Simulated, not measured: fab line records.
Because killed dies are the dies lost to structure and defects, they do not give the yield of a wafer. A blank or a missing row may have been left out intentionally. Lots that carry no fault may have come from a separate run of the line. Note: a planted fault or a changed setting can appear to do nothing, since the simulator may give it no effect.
Tool commonality check	flow nand-harc	Lots sampled 12, wafers sampled 39

## REASON FOR OPENING
Flagged at NHARC_A_M1_OVL_MEAS_10: reading overlay-x-nm, on 1 of 12 lots. No-fault wafers: 0.2 nm, standard deviation 0.94.
Rule: flag the lot when none of its wafers has a number, or when each of its wafers that has one lies beyond 4 standard deviations from that mean. As for the other lots, they are considered sound.

lot	measured	on	overlay-x-nm (nm), wafer by wafer	flag
L185	day 23 09:20	overlay-01	-0.7 -0.7 0.0	
L188	day 23 15:28	overlay-02	1.2 1.4 0.9	
L189	day 24 23:59	overlay-01	-1.2 -1.4 -0.7	
L197	day 27 08:56	overlay-02	4.4 4.0 4.6 4.5 4.8 4.5	FLAGGED
L199	day 28 08:02	overlay-02	0.4 1.5 0.7	
L200	day 28 09:33	overlay-01	0.7 1.1 0.8	
L198	day 29 04:53	overlay-02	0.3 0.6 0.4	
L203	day 31 00:07	overlay-02	-0.1 0.5 0.3	
L204	day 31 05:16	overlay-02	-1.1 -1.1 -1.4	
L205	day 31 06:35	overlay-02	1.4 1.4 1.2	
L208	day 31 18:18	overlay-01	0.6 0.7 0.7	
L207	day 31 18:58	overlay-01	0.4 -0.1 0.4	
On average the flagged lots' numbers are 4.5 nm, which is +4.3 nm against the usual, or +5 standard deviations.

## EACH LOT AND THE TOOL IT RAN ON
The record holds 2 process steps before the reading, out of a route of 1302 steps. Cell contents, in order: the tool; ch with the chambers the sampled wafers went through; the start.
lot	flag	NHARC_A_M0_PVD_21	NHARC_A_M1_EXPOSE_06
L185		pvd-sputter-02, day 23 09:05 or earlier	arfi-scanner-03 ch 0, day 23 09:05
L188		pvd-sputter-02, day 23 15:15 or earlier	arfi-scanner-02 ch 0, day 23 15:15
L189		pvd-sputter-03, day 24 23:44 or earlier	arfi-scanner-01 ch 0, day 24 23:44
L197	FLAGGED	pvd-sputter-03, day 27 08:43 or earlier	arfi-scanner-03 ch 0, day 27 08:43
L199		pvd-sputter-02, day 28 07:49 or earlier	arfi-scanner-02 ch 0, day 28 07:49
L200		pvd-sputter-03, day 28 09:20 or earlier	arfi-scanner-01 ch 0, day 28 09:20
L198		pvd-sputter-01, day 29 04:39 or earlier	arfi-scanner-01 ch 0, day 29 04:39
L203		pvd-sputter-03, day 30 23:54 or earlier	arfi-scanner-02 ch 0, day 30 23:54
L204		pvd-sputter-02, day 31 05:03 or earlier	arfi-scanner-02 ch 0, day 31 05:03
L205		pvd-sputter-03, day 31 06:22 or earlier	arfi-scanner-01 ch 0, day 31 06:22
L208		pvd-sputter-03, day 31 18:05 or earlier	arfi-scanner-01 ch 0, day 31 18:05
L207		pvd-sputter-02, day 31 18:44 or earlier	arfi-scanner-01 ch 0, day 31 18:44
What these steps do:
- NHARC_A_M0_PVD_21: deposits Cu, target thk 30 nm, time 20.49 s.
- NHARC_A_M1_EXPOSE_06: exposes mask A M1, target cd 120 nm.
- NHARC_A_M1_OVL_MEAS_10: pitch 240 nm.

## FLAGGED OVER TOTAL, TOOL BY TOOL (the gauges that took the reading come last)
step	tool	lots run	flagged	share of the flagged lots	sound lots run after its first flagged lot
NHARC_A_M0_PVD_21	pvd-sputter-01	1	0	none	-
NHARC_A_M0_PVD_21	pvd-sputter-02	5	0	none	-
NHARC_A_M0_PVD_21	pvd-sputter-03	6	1	all	4 (L200,L203,L205,L208)
NHARC_A_M1_EXPOSE_06	arfi-scanner-01	6	0	none	-
NHARC_A_M1_EXPOSE_06	arfi-scanner-02	4	0	none	-
NHARC_A_M1_EXPOSE_06	arfi-scanner-03	2	1	all	0
NHARC_A_M1_OVL_MEAS_10	overlay-01	5	0	none	-
NHARC_A_M1_OVL_MEAS_10	overlay-02	7	1	all	5 (L199,L198,L203,L204,L205)
NHARC_A_M0_PVD_21: start missing for some lots; hours and lot order therefore follow NHARC_A_M1_EXPOSE_06.

## WHAT THE TABLE ALLOWS
Every flagged lot was run by 3 rows of the table: pvd-sputter-03 at NHARC_A_M0_PVD_21, arfi-scanner-03 at NHARC_A_M1_EXPOSE_06 and overlay-02 at NHARC_A_M1_OVL_MEAS_10.
- pvd-sputter-03 at NHARC_A_M0_PVD_21 ran 6 lots, 1 of them flagged. Sound lots ran on it after the first flagged one (L200, L203, L205, L208), which a lasting fault on the whole tool wouldn't allow.
- arfi-scanner-03 at NHARC_A_M1_EXPOSE_06 ran 2 lots, 1 of them flagged. Last sound lot L185 at day 23 09:05, first flagged lot L197 at day 27 08:43; a fault beginning in between fits.
- overlay-02 at NHARC_A_M1_OVL_MEAS_10 ran 7 lots, 1 of them flagged. Sound lots ran on it after the first flagged one (L199, L198, L203, L204, L205), which a lasting fault on the whole tool wouldn't allow.
Just one tool remains: arfi-scanner-03 at NHARC_A_M1_EXPOSE_06.

## WHAT WAS PUT IN BY THE SIMULATOR
Scanner matching overlay: arfi-scanner-03, from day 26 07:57 on, at NHARC_A_M1_EXPOSE_06. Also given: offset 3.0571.
Shown lots that were struck: L197. The rule above found the same.
